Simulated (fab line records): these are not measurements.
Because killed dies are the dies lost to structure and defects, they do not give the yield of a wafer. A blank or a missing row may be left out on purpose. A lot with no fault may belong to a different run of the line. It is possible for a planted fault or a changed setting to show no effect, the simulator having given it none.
fab line records | flow nand-harc
record lots=6 | wafers=18 | last-day=33
route steps=1302 shown P_ZERO_WELL@29
lots untouched by any fault: they come from a run of this same line in which no faults occurred
start-h: hours from the record's first day to the start of the lot's first wafer shown | wait-h: hours elapsed since this lot's preceding step | " identical to the entry in the row above | L1.1+2: a row that stands for several wafers | - no value present, or no start provided | * or withheld: withheld | < > ~ a bound
route shown NAME@n: a module of which the file shows steps, and the number in the route of the first | usual: mean/standard deviation taken from wafers without a fault | same: alike in all rows | chamber/n: place in a boat | sites: readings site by site | _std_site: the standard deviation of these | _edge_site: the outer-site mean with the inner-site mean subtracted | radius-mm: how far each site lies from the wafer's centre | mask NAME#n: copy n | behind: the tool/chamber that last shaped the wafer | hold: the reason the lot was held/the length of the hold in hours/how it ended | device: whichever transistor did not switch (one of n, p or np) | end of line: the tests these same wafers got at the end of their route | step lacking rows: just its recipe | killed: at the first sort, the dies lost to defects and structure; wafer yield is something else | map: shows each die of a wafer: x if killed, . if not, _ if none is there
set.NAME: the setting the step ran with; set.NAME@STEP: the setting that earlier step ran with | model.NAME: the simulator's own value behind a step, which no gauge read
lots at selected steps of the route; one table per step, one row per wafer
services: a tool's chamber out of use, with start hour (start-h, from the record's first day; less than 0 if before it), hours out, and reason
## steps
# step NHARC_P_ZERO_WELL_CD_MEAS_24
# recipe target-cd-nm=720 | landing-energy-ev=500
# usual cd-nm=719.9/1.1
lot.wafer | tool      | chamber | start-h | wait-h | cd-nm
L914.1    | cd-sem-02 | 0       | 28.48   | -      | 720.3
L914.2    | "         | 0       | "       | "      | 722.4
L914.4    | "         | 0       | "       | "      | 721.2
L915.3    | cd-sem-02 | 0       | 38.34   | -      | 719.4
L915.4    | "         | 0       | "       | "      | 719.1
L915.6    | "         | 0       | "       | "      | 719.4
L921.3    | cd-sem-02 | 0       | 98.57   | -      | 719.4
L921.5    | "         | 0       | "       | "      | 719.2
L921.6    | "         | 0       | "       | "      | 718.7
L923.3    | cd-sem-01 | 0       | 118.58  | -      | 719.1
L923.4    | "         | 0       | "       | "      | 720.3
L923.5    | "         | 0       | "       | "      | 719.0
L924.3    | cd-sem-01 | 0       | 128.89  | -      | 718.8
L924.4    | "         | 0       | "       | "      | 720.8
L924.6    | "         | 0       | "       | "      | 718.8
L930.1    | cd-sem-01 | 0       | 188.47  | -      | 719.9
L930.3    | "         | 0       | "       | "      | 718.8
L930.4    | "         | 0       | "       | "      | 719.2
# step NHARC_P_ZERO_WELL_HARDBAKE_25
# recipe temp-c=125 | time-s=80
# step NHARC_P_ZERO_WELL_DESCUM_26
# recipe time-s=3 | o2-flow-sccm=200 | ar-flow-sccm=0 | bias-power-w=0 | chemistry=O2
# usual drypump-motor-current-A=5.7/0.42 | oes-product-au=1.001/0.0065 | rf-vpp-V=57.6/0.96 | showerhead-plenum-p-Torr=1.88/0.1 | throttle-valve-pct=11.312/0.0089
lot.wafer | tool        | chamber | start-h | wait-h | drypump-motor-current-A | oes-product-au | rf-hours-counter-h | rf-vpp-V | showerhead-plenum-p-Torr | throttle-valve-pct
L914.1    | rie-diel-04 | 3       | 28.64   | -      | 6.1                     | 0.998          | 12                 | 56.4     | 1.82                     | 11.321
L914.4    | "           | 0       | "       | "      | 5.9                     | 0.992          | 14                 | 57.8     | 1.79                     | 11.308
L914.2    | "           | 1       | "       | "      | 6.0                     | 1.004          | 13                 | 58.3     | 1.93                     | 11.303
L915.3    | rie-diel-03 | 2       | 38.50   | -      | 5.0                     | 0.991          | 38                 | 58.5     | 2.06                     | 11.303
L915.4    | "           | 0       | "       | "      | 5.2                     | 0.992          | 45                 | 57.1     | 1.88                     | 11.309
L915.6    | "           | 3       | "       | "      | 6.1                     | 0.994          | -                  | 56.9     | 1.80                     | 11.305
L921.3    | rie-diel-05 | 2       | 98.75   | -      | 6.1                     | 1.002          | 22                 | 59.2     | 1.81                     | 11.320
L921.5    | "           | 0       | "       | "      | 6.3                     | 0.994          | -                  | 58.8     | 1.80                     | 11.313
L921.6    | "           | 1       | "       | "      | 5.4                     | 0.998          | -                  | 58.4     | 1.98                     | 11.313
L923.3    | rie-diel-04 | 1       | 118.76  | -      | 6.0                     | 0.998          | 43                 | 57.4     | 1.92                     | 11.306
L923.4    | "           | 2       | "       | "      | 5.6                     | 1.004          | 40                 | 57.0     | 1.82                     | 11.313
L923.5    | "           | 3       | "       | "      | 6.1                     | 1.002          | -                  | 57.5     | 1.81                     | 11.322
L924.4    | rie-diel-05 | 3       | 129.06  | -      | 5.2                     | 1.006          | 28                 | 60.3     | 2.07                     | 11.300
L924.3    | "           | 1       | "       | "      | 5.4                     | 1.007          | 28                 | 59.6     | 1.98                     | 11.306
L924.6    | "           | 3       | "       | "      | 5.2                     | 1.016          | -                  | 58.8     | 2.07                     | 11.316
L930.1    | rie-diel-05 | 0       | 188.62  | -      | 6.3                     | 1.007          | 49                 | 58.3     | 1.79                     | 11.323
L930.4    | "           | 2       | "       | "      | 6.1                     | 1.004          | 55                 | 56.9     | 1.80                     | 11.318
L930.3    | "           | 3       | "       | "      | 5.1                     | 1.003          | 46                 | 58.4     | 2.06                     | 11.306
# step NHARC_P_ZERO_WELL_IMPLANT_27
# recipe energy-kev=600 | dose-cm2=1e+13 | tilt-deg=7
# step NHARC_P_ZERO_WELL_IMPLANT_57
# recipe energy-kev=250 | dose-cm2=4e+12 | tilt-deg=7
# step NHARC_P_ZERO_WELL_IMPLANT_58
# recipe energy-kev=100 | dose-cm2=2e+12 | tilt-deg=7
# step NHARC_P_ZERO_WELL_STRIP_28
# recipe time-s=840 | temp-c=130 | chemistry=SPM
# step NHARC_P_ZERO_WELL_DEHYDRATE_29
# recipe temp-c=150 | time-s=120
# step NHARC_P_ZERO_WELL_HMDS_30
# recipe time-s=30
# step NHARC_P_ZERO_WELL_COAT_31
# recipe spin-rpm=withheld
# step NHARC_P_ZERO_WELL_SOFTBAKE_32
# recipe temp-c=122 | time-s=95
# step NHARC_P_ZERO_WELL_EBR_33
# step NHARC_P_ZERO_WELL_EXPOSE_34
# recipe na=0.6 | target-cd-nm=720 | dose-mj=22.31 | mask-id=P_PWELL
# usual exposure-dose-mJ-cm2=22.310/0.021
lot.wafer | tool           | chamber | start-h | wait-h | mask      | exposure-dose-mJ-cm2
L914.1    | krf-scanner-02 | 0       | 29.96   | -      | P_PWELL#0 | 22.301
L914.2    | "              | 0       | "       | "      | P_PWELL#0 | 22.315
L914.4    | "              | 0       | "       | "      | P_PWELL#0 | 22.331
L915.3    | krf-scanner-04 | 0       | 39.86   | -      | P_PWELL#0 | 22.321
L915.4    | "              | 0       | "       | "      | P_PWELL#0 | 22.324
L915.6    | "              | 0       | "       | "      | P_PWELL#0 | 22.338
L921.3    | krf-scanner-04 | 0       | 100.06  | -      | P_PWELL#0 | 14.048
L921.5    | "              | 0       | "       | "      | P_PWELL#0 | 14.026
L921.6    | "              | 0       | "       | "      | P_PWELL#0 | 14.010
L923.3    | krf-scanner-04 | 0       | 120.09  | -      | P_PWELL#0 | 14.054
L923.4    | "              | 0       | "       | "      | P_PWELL#0 | 14.010
L923.5    | "              | 0       | "       | "      | P_PWELL#0 | 14.030
L924.3    | krf-scanner-02 | 0       | 130.38  | -      | P_PWELL#0 | 22.327
L924.4    | "              | 0       | "       | "      | P_PWELL#0 | 22.326
L924.6    | "              | 0       | "       | "      | P_PWELL#0 | 22.327
L930.1    | krf-scanner-02 | 0       | 189.95  | -      | P_PWELL#0 | 22.290
L930.3    | "              | 0       | "       | "      | P_PWELL#0 | 22.321
L930.4    | "              | 0       | "       | "      | P_PWELL#0 | 22.313
# step NHARC_P_ZERO_WELL_PEB_35
# recipe peb-temp-c=118 | peb-time-s=85
# step NHARC_P_ZERO_WELL_DEVELOP_36
# recipe time-s=70
# step NHARC_P_ZERO_WELL_CD_MEAS_37
# recipe target-cd-nm=720 | landing-energy-ev=500
# usual cd-nm=720.2/1.5
lot.wafer | tool      | chamber | start-h | wait-h | cd-nm
L914.1    | cd-sem-03 | 0       | 30.12   | -      | 720.3
L914.2    | "         | 0       | "       | "      | 721.2
L914.4    | "         | 0       | "       | "      | 720.0
L915.3    | cd-sem-01 | 0       | 40.01   | -      | 720.7
L915.4    | "         | 0       | "       | "      | 719.8
L915.6    | "         | 0       | "       | "      | 720.6
L921.3    | cd-sem-01 | 0       | 100.21  | -      | 639.4
L921.5    | "         | 0       | "       | "      | 638.0
L921.6    | "         | 0       | "       | "      | 639.7
L923.3    | cd-sem-01 | 0       | 120.24  | -      | 640.6
L923.4    | "         | 0       | "       | "      | 639.7
L923.5    | "         | 0       | "       | "      | 640.7
L924.3    | cd-sem-03 | 0       | 130.53  | -      | 718.8
L924.4    | "         | 0       | "       | "      | 721.3
L924.6    | "         | 0       | "       | "      | 719.3
L930.1    | cd-sem-03 | 0       | 190.10  | -      | 721.5
L930.3    | "         | 0       | "       | "      | 722.2
L930.4    | "         | 0       | "       | "      | 718.9
# step NHARC_P_ZERO_WELL_HARDBAKE_38
# recipe temp-c=125 | time-s=80
## services
tool           | chamber | start-h | hours | kind
rie-diel-04    | 2       | 4.86    | 3.8   | repair
rie-diel-05    | 0       | 8.06    | -     | clean
rie-diel-05    | 1       | 8.06    | -     | clean
rie-diel-05    | 2       | 8.06    | -     | clean
rie-diel-05    | 3       | 8.06    | -     | clean
rie-diel-04    | -       | 16.11   | 0.1   | repair
rie-diel-05    | -       | 28.60   | 9.0   | pm
rie-diel-05    | 0       | 28.60   | 9.0   | vent-cycle
rie-diel-05    | 1       | 28.60   | 9.0   | vent-cycle
rie-diel-03    | 3       | 41.98   | 7.6   | repair
krf-scanner-04 | -       | 46.83   | 0.2   | repair
rie-diel-05    | 3       | 61.87   | 12.4  | repair
krf-scanner-02 | -       | 70.00   | 4.0   | pm
rie-diel-03    | -       | 80.37   | 9.0   | pm
krf-scanner-04 | -       | 95.24   | 0.2   | repair
krf-scanner-02 | -       | 99.51   | 0.5   | repair
rie-diel-05    | 3       | 108.71  | 6.1   | repair
rie-diel-05    | 1       | 119.66  | 7.0   | repair
krf-scanner-04 | -       | 127.05  | 2.4   | repair
rie-diel-04    | -       | 154.16  | 9.0   | pm
krf-scanner-04 | -       | 155.32  | 3.2   | repair
krf-scanner-04 | -       | 158.54  | 4.0   | pm
rie-diel-05    | 1       | 164.73  | 3.1   | repair
krf-scanner-02 | -       | 177.11  | 0.8   | repair
## key
first-sign step=NHARC_P_ZERO_WELL_EXPOSE_34 | reading=exposure-dose-mJ-cm2 | direction=down | sigmas=99+ | usual=22.310 | struck=14.030
effect step=NHARC_P_ZERO_WELL_CD_MEAS_37 | reading=cd-nm | direction=down | sigmas=54 | usual=720.2 | struck=639.7
met-at NHARC_P_ZERO_WELL_EXPOSE_34
struck-wafers L921.3,L921.5,L921.6,L923.3,L923.4,L923.5
sort-left-out L921.3,L921.5,L921.6,L923.3,L923.4,L923.5
tester-left-out L921,L923
onset-between 39.86 100.06
fault kind=process-parameter-drift | tool=krf-scanner-04 | chamber=- | onset-h=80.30 | steps=NHARC_P_ZERO_WELL_EXPOSE_34 | channel=dose-mj | offset=-8.268 | shape=step | acts-in=these-recipes-only | stated=22.31
# tester-left-out: of these lots the tester's yield and bins aren't shown, on N5 and GAA mostly nor the transistor test; their killed dies are dies lost to structure and defects alone, not to doping, threshold or leakage, so they don't give the yield
# sort-left-out: the simulated sort isn't trusted on such a fault, so these wafers' sort isn't shown, and their yield isn't known
